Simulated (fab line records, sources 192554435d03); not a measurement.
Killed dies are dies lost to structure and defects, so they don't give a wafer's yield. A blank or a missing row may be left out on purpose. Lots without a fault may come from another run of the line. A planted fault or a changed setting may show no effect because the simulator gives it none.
One fault seen from 2 desks | flow n5_finfet | each desk has only its own numbers; what lay behind them comes last

THE TOOL OWNER'S DESK: rie_diel-03
The tool's own readings at N5_BEOL_M1_ETCH_64 (etches SOC in N2/H2, target depth 75 nm, overetch 15 nm, time 112.5 s): means of the sampled wafers that have a number, for each lot that ran on this tool. A lot is out of limits, marked OUT, if its mean lies more than 4 standard deviations from the usual mean; the brackets give that distance.
Columns: A = bias_w at N5_BEOL_M1_ETCH_64, usual 150.0 W; B = drypump_motor_current_A at N5_BEOL_M1_ETCH_64, usual 5.8 A; C = n2_flow_sccm at N5_BEOL_M1_ETCH_64, usual 200.0 sccm; D = oes_product_au at N5_BEOL_M1_ETCH_64, usual 0.60 a.u.; E = rf_vpp_V at N5_BEOL_M1_ETCH_64, usual 523.0 V; F = showerhead_plenum_p_Torr at N5_BEOL_M1_ETCH_64, usual 2.51 Torr; G = throttle_valve_pct at N5_BEOL_M1_ETCH_64, usual 17.82 %
lot  | first seen here | A                       | B   | C     | D    | E               | F    | G
L200 | day 6 00:31     | 149.7                   | 6.1 | 199.3 | 0.60 | 521.5           | 2.44 | 17.83
L206 | day 7 15:54     | 150.1                   | 6.2 | 199.8 | 0.61 | 521.5           | 2.44 | 17.84
L207 | day 7 23:29     | 197.9 (+99 or more) OUT | 5.7 | 199.8 | 0.59 | 621.0 (+41) OUT | 2.50 | 17.83
L208 | day 8 07:41     | 197.4 (+99 or more) OUT | 6.2 | 200.3 | 0.60 | 619.8 (+40) OUT | 2.44 | 17.85
L209 | day 8 11:38     | 197.4 (+99 or more) OUT | 6.2 | 200.1 | 0.61 | 619.1 (+40) OUT | 2.44 | 17.85
This desk's finding: out of limits on L207, L208, L209; first on L207, day 7 23:29 (bias_w at N5_BEOL_M1_ETCH_64). In limits: L200, L206.

THE METROLOGY DESK
What the gauges read, lot by lot, whatever tool the lot ran on: means of the sampled wafers that have a number. A lot is out of limits, marked OUT, if its mean lies more than 4 standard deviations from the usual mean; the brackets give that distance. Of its 11 readings 7 are shown: those that lie furthest out on some lot.
Columns: A = DIBL_N at N5_BEOL_M4_RC_MEAS_101, usual 35.7 mV/V; B = DIBL_P at N5_BEOL_M4_RC_MEAS_101, usual 35.4 mV/V; C = IOFF_P at N5_BEOL_M4_RC_MEAS_101, usual 0.20 nA/um; D = ION_N at N5_BEOL_M4_RC_MEAS_101, usual 672 uA/um; E = ION_P at N5_BEOL_M4_RC_MEAS_101, usual 461 uA/um; F = SS_P at N5_BEOL_M4_RC_MEAS_101, usual 73.1 mV/dec; G = VT_P at N5_BEOL_M4_RC_MEAS_101, usual -251 mV
lot  | first seen here | A    | B    | C    | D   | E   | F    | G
L200 | day 5 22:02     | 35.8 | 38.0 | 0.24 | 679 | 467 | 73.9 | -246
L201 | day 6 06:03     | 34.5 | 33.6 | 0.17 | 663 | 458 | 73.1 | -252
L206 | day 7 13:55     | 35.5 | 36.6 | 0.23 | 679 | 467 | 72.6 | -247
L207 | day 7 22:32     | 35.8 | 36.3 | 0.20 | 677 | 462 | 73.0 | -250
L208 | day 8 06:55     | 34.1 | 33.0 | 0.17 | 669 | 463 | 72.5 | -254
L209 | day 8 09:10     | 37.2 | 35.6 | 0.20 | 672 | 458 | 73.2 | -249
L212 | day 9 08:05     | 35.0 | 34.4 | 0.16 | 654 | 446 | 73.1 | -256
L218 | day 10 19:49    | 38.3 | 38.1 | 0.27 | 684 | 475 | 74.4 | -245
L221 | day 11 02:44    | 36.2 | 36.1 | 0.19 | 682 | 466 | 73.3 | -251
This desk's finding: nothing out of limits on any of the 9 lots.

PUT TOGETHER
The tool owner's desk could have raised an alarm at day 7 23:29, on L207, L208, L209.
The metrology desk saw nothing out of limits.
The metrology desk has L207, L208, L209 on record, within its limits.
Of the lots named, all ran N5_BEOL_M1_ETCH_64 on rie_diel-03.

WHAT THE SIMULATOR HAD PUT IN
Process parameter drift: rie_diel-03, from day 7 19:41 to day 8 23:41, at N5_BEOL_M1_ETCH_64. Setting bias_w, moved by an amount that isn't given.
Lots struck among those shown: L207, L208, L209.
Hours from the fault's start to each desk's first reading out of limits: the tool owner's desk, 4.
